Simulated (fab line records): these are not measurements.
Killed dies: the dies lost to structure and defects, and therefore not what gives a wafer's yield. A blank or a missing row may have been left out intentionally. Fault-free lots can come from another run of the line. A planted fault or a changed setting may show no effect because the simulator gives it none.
Split-lot study / flow n5 finfet / on a route of 1938 steps: 7 lots, 39 wafers read

## SPLIT DETAILS
At N5_BEOL_M13_DESCUM_33 (chemistry O2, time 7.9 s), the setting time s was moved away from the recipe's 7.9 s on 18 of the 39 wafers read, by -57.2% to +50.4%. This setting was run at the recipe's value on the other wafers.

Split to reading: the file shows no intervening step.

## THE READING
coat_of_BEOL_M13_COAT_22.thk nm (the simulator's own value, which no gauge read), in nm, at N5_BEOL_M13_ETCH_67 (etches SiARC in CF4, target depth 143 nm, time 238.3 s). No usual value for it is given in the file. Here, 21 wafers ran the recipe; their average is 211.9 nm with a standard deviation of 0.85 nm.

wafer=L074.1; tool, chamber at the split=rie diel-01, 1; time s as run, s=3.942; against the recipe=-50.1%; coat_of_BEOL_M13_COAT_22.thk nm, nm=214.6; against lot-mates on the recipe=+1.9
wafer=L074.2; tool, chamber at the split=rie diel-01, 2; time s as run, s=3.942; against the recipe=-50.1%; coat_of_BEOL_M13_COAT_22.thk nm, nm=213.8; against lot-mates on the recipe=+1.1
wafer=L074.3; tool, chamber at the split=rie diel-01, 0; time s as run, s=7.9; against the recipe=recipe; coat_of_BEOL_M13_COAT_22.thk nm, nm=212.2; against lot-mates on the recipe=-
wafer=L074.4; tool, chamber at the split=rie diel-01, 3; time s as run, s=7.9; against the recipe=recipe; coat_of_BEOL_M13_COAT_22.thk nm, nm=212.8; against lot-mates on the recipe=-
wafer=L074.5; tool, chamber at the split=rie diel-01, 3; time s as run, s=7.9; against the recipe=recipe; coat_of_BEOL_M13_COAT_22.thk nm, nm=213; against lot-mates on the recipe=-
wafer=L074.6; tool, chamber at the split=rie diel-01, 2; time s as run, s=3.942; against the recipe=-50.1%; coat_of_BEOL_M13_COAT_22.thk nm, nm=214.8; against lot-mates on the recipe=+2.1
wafer=L083.1; tool, chamber at the split=rie diel-01, 3; time s as run, s=11.88; against the recipe=+50.4%; coat_of_BEOL_M13_COAT_22.thk nm, nm=208.8; against lot-mates on the recipe=-2.9
wafer=L083.2; tool, chamber at the split=rie diel-01, 1,0; time s as run, s=7.9; against the recipe=recipe; coat_of_BEOL_M13_COAT_22.thk nm, nm=211.8; against lot-mates on the recipe=-
wafer=L083.3; tool, chamber at the split=rie diel-01, 2; time s as run, s=7.9; against the recipe=recipe; coat_of_BEOL_M13_COAT_22.thk nm, nm=211.8; against lot-mates on the recipe=-
wafer=L083.4; tool, chamber at the split=rie diel-01, 1,0; time s as run, s=7.9; against the recipe=recipe; coat_of_BEOL_M13_COAT_22.thk nm, nm=211.6; against lot-mates on the recipe=-
wafer=L083.5; tool, chamber at the split=rie diel-01, 3; time s as run, s=11.88; against the recipe=+50.4%; coat_of_BEOL_M13_COAT_22.thk nm, nm=209.6; against lot-mates on the recipe=-2.1
wafer=L083.6; tool, chamber at the split=rie diel-01, 2; time s as run, s=11.88; against the recipe=+50.4%; coat_of_BEOL_M13_COAT_22.thk nm, nm=209.2; against lot-mates on the recipe=-2.5
wafer=L086.1; tool, chamber at the split=rie diel-05, 2; time s as run, s=7.9; against the recipe=recipe; coat_of_BEOL_M13_COAT_22.thk nm, nm=212.4; against lot-mates on the recipe=-
wafer=L086.2; tool, chamber at the split=rie diel-05, 0,3; time s as run, s=7.9; against the recipe=recipe; coat_of_BEOL_M13_COAT_22.thk nm, nm=211.6; against lot-mates on the recipe=-
wafer=L086.3; tool, chamber at the split=rie diel-05, 0,3; time s as run, s=7.9; against the recipe=recipe; coat_of_BEOL_M13_COAT_22.thk nm, nm=211.8; against lot-mates on the recipe=-
wafer=L086.4; tool, chamber at the split=rie diel-05, 1; time s as run, s=9.13; against the recipe=+15.6%; coat_of_BEOL_M13_COAT_22.thk nm, nm=211.4; against lot-mates on the recipe=-0.5
wafer=L086.5; tool, chamber at the split=rie diel-05, 2; time s as run, s=9.13; against the recipe=+15.6%; coat_of_BEOL_M13_COAT_22.thk nm, nm=210.4; against lot-mates on the recipe=-1.5
wafer=L086.6; tool, chamber at the split=rie diel-05, 1; time s as run, s=9.13; against the recipe=+15.6%; coat_of_BEOL_M13_COAT_22.thk nm, nm=211.2; against lot-mates on the recipe=-0.7
wafer=L091.3; tool, chamber at the split=rie diel-01, 1; time s as run, s=7.9; against the recipe=recipe; coat_of_BEOL_M13_COAT_22.thk nm, nm=210.4; against lot-mates on the recipe=-
wafer=L091.4; tool, chamber at the split=rie diel-01, 1,0; time s as run, s=7.9; against the recipe=recipe; coat_of_BEOL_M13_COAT_22.thk nm, nm=210.2; against lot-mates on the recipe=-
wafer=L091.6; tool, chamber at the split=rie diel-01, 1,0; time s as run, s=7.9; against the recipe=recipe; coat_of_BEOL_M13_COAT_22.thk nm, nm=210; against lot-mates on the recipe=-
wafer=L089.1; tool, chamber at the split=rie diel-05, 1; time s as run, s=11.51; against the recipe=+45.7%; coat_of_BEOL_M13_COAT_22.thk nm, nm=211; against lot-mates on the recipe=-1.2
wafer=L089.2; tool, chamber at the split=rie diel-05, 0; time s as run, s=7.9; against the recipe=recipe; coat_of_BEOL_M13_COAT_22.thk nm, nm=212.2; against lot-mates on the recipe=-
wafer=L089.3; tool, chamber at the split=rie diel-05, 3; time s as run, s=11.51; against the recipe=+45.7%; coat_of_BEOL_M13_COAT_22.thk nm, nm=210.8; against lot-mates on the recipe=-1.4
wafer=L089.4; tool, chamber at the split=rie diel-05, 2; time s as run, s=11.51; against the recipe=+45.7%; coat_of_BEOL_M13_COAT_22.thk nm, nm=210.2; against lot-mates on the recipe=-2.0
wafer=L089.5; tool, chamber at the split=rie diel-05, 0; time s as run, s=7.9; against the recipe=recipe; coat_of_BEOL_M13_COAT_22.thk nm, nm=212.8; against lot-mates on the recipe=-
wafer=L089.6; tool, chamber at the split=rie diel-05, 3; time s as run, s=7.9; against the recipe=recipe; coat_of_BEOL_M13_COAT_22.thk nm, nm=211.6; against lot-mates on the recipe=-
wafer=L097.1; tool, chamber at the split=rie diel-01, 0; time s as run, s=7.9; against the recipe=recipe; coat_of_BEOL_M13_COAT_22.thk nm, nm=213.2; against lot-mates on the recipe=-
wafer=L097.2; tool, chamber at the split=rie diel-01, 1; time s as run, s=7.9; against the recipe=recipe; coat_of_BEOL_M13_COAT_22.thk nm, nm=212; against lot-mates on the recipe=-
wafer=L097.3; tool, chamber at the split=rie diel-01, 3; time s as run, s=5.379; against the recipe=-31.9%; coat_of_BEOL_M13_COAT_22.thk nm, nm=213.8; against lot-mates on the recipe=+1.2
wafer=L097.4; tool, chamber at the split=rie diel-01, 2; time s as run, s=5.379; against the recipe=-31.9%; coat_of_BEOL_M13_COAT_22.thk nm, nm=214.8; against lot-mates on the recipe=+2.2
wafer=L097.5; tool, chamber at the split=rie diel-01, 1; time s as run, s=5.379; against the recipe=-31.9%; coat_of_BEOL_M13_COAT_22.thk nm, nm=214.2; against lot-mates on the recipe=+1.6
wafer=L097.6; tool, chamber at the split=rie diel-01, 2; time s as run, s=7.9; against the recipe=recipe; coat_of_BEOL_M13_COAT_22.thk nm, nm=212.6; against lot-mates on the recipe=-
wafer=L096.1; tool, chamber at the split=rie diel-02, 0,2; time s as run, s=3.381; against the recipe=-57.2%; coat_of_BEOL_M13_COAT_22.thk nm, nm=214; against lot-mates on the recipe=+2.0
wafer=L096.4; tool, chamber at the split=rie diel-02, 0,2; time s as run, s=3.381; against the recipe=-57.2%; coat_of_BEOL_M13_COAT_22.thk nm, nm=214; against lot-mates on the recipe=+2.0
wafer=L096.2; tool, chamber at the split=rie diel-02, 1; time s as run, s=3.381; against the recipe=-57.2%; coat_of_BEOL_M13_COAT_22.thk nm, nm=213.8; against lot-mates on the recipe=+1.8
wafer=L096.3; tool, chamber at the split=rie diel-02, 3; time s as run, s=7.9; against the recipe=recipe; coat_of_BEOL_M13_COAT_22.thk nm, nm=211.4; against lot-mates on the recipe=-
wafer=L096.5; tool, chamber at the split=rie diel-02, 3; time s as run, s=7.9; against the recipe=recipe; coat_of_BEOL_M13_COAT_22.thk nm, nm=212.4; against lot-mates on the recipe=-
wafer=L096.6; tool, chamber at the split=rie diel-02, 2; time s as run, s=7.9; against the recipe=recipe; coat_of_BEOL_M13_COAT_22.thk nm, nm=212.2; against lot-mates on the recipe=-
Where a row lists several chambers, the file gives one row for several wafers and doesn't say which wafer went through which chamber.

THE FIT
A straight line over all 39 wafers: coat_of_BEOL_M13_COAT_22.thk nm changes by -0.0447 nm for each +1% of time s; r = -0.86; the points scatter about the line by 0.8 nm.
The same after taking each lot's own level away (the mean of its wafers on the recipe; 39 wafers): -0.0398 nm for each +1%; r = -0.94; scatter 0.45 nm.
On that fit, the largest move of time s shifts the reading by 2.3 nm.
From 210.20 to 212.67 nm: that is the span of the lots' own levels, equal to 2.9 times the standard deviation above.
Thus the slope moves with the lot-to-lot level: the two fits are different.
Check: +2.25 nm against its lot-mates is what the line predicts for one of the wafers moved furthest among these (-57.2%) when that wafer is left out of the fit. It came out at +2 nm against them.

## ADDITIONAL SPLITS CARRIED BY THESE WAFERS
Other splits were also applied to these wafers ahead of the reading. Each is held against what the fit with the lots' levels taken away leaves over:
other split on the same wafers=N5_BEOL_M5_TRENCH_ETCH_37 target depth a; wafers away from the commonest value=15; r with coat_of_BEOL_M13_COAT_22.thk nm (lot level and that fit taken away)=-0.07
other split on the same wafers=N5_BEOL_M10_ETCH_62 time s; wafers away from the commonest value=12; r with coat_of_BEOL_M13_COAT_22.thk nm (lot level and that fit taken away)=+0.03

## THE WHOLE CHAIN: every reading that the file lists as answering this split, in the file's order
step=N5_BEOL_M13_DESCUM_33; what it does=chemistry O2, time 7.9 s; reading=coat_of_BEOL_M13_COAT_22.thk nm (the simulator's own value, which no gauge read); change (the file's fit)=-0.0393 nm for each +1% of the setting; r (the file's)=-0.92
step=N5_BEOL_M13_ETCH_67; what it does=etches SiARC in CF4, target depth 143 nm, time 238.3 s; reading=coat_of_BEOL_M13_COAT_22.thk nm (the simulator's own value, which no gauge read); change (the file's fit)=-0.0397 nm for each +1% of the setting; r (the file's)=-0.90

## FILE'S OWN FIT
coat_of_BEOL_M13_COAT_22.thk nm changes by -0.0397 nm for each +1% of time s, r = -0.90.
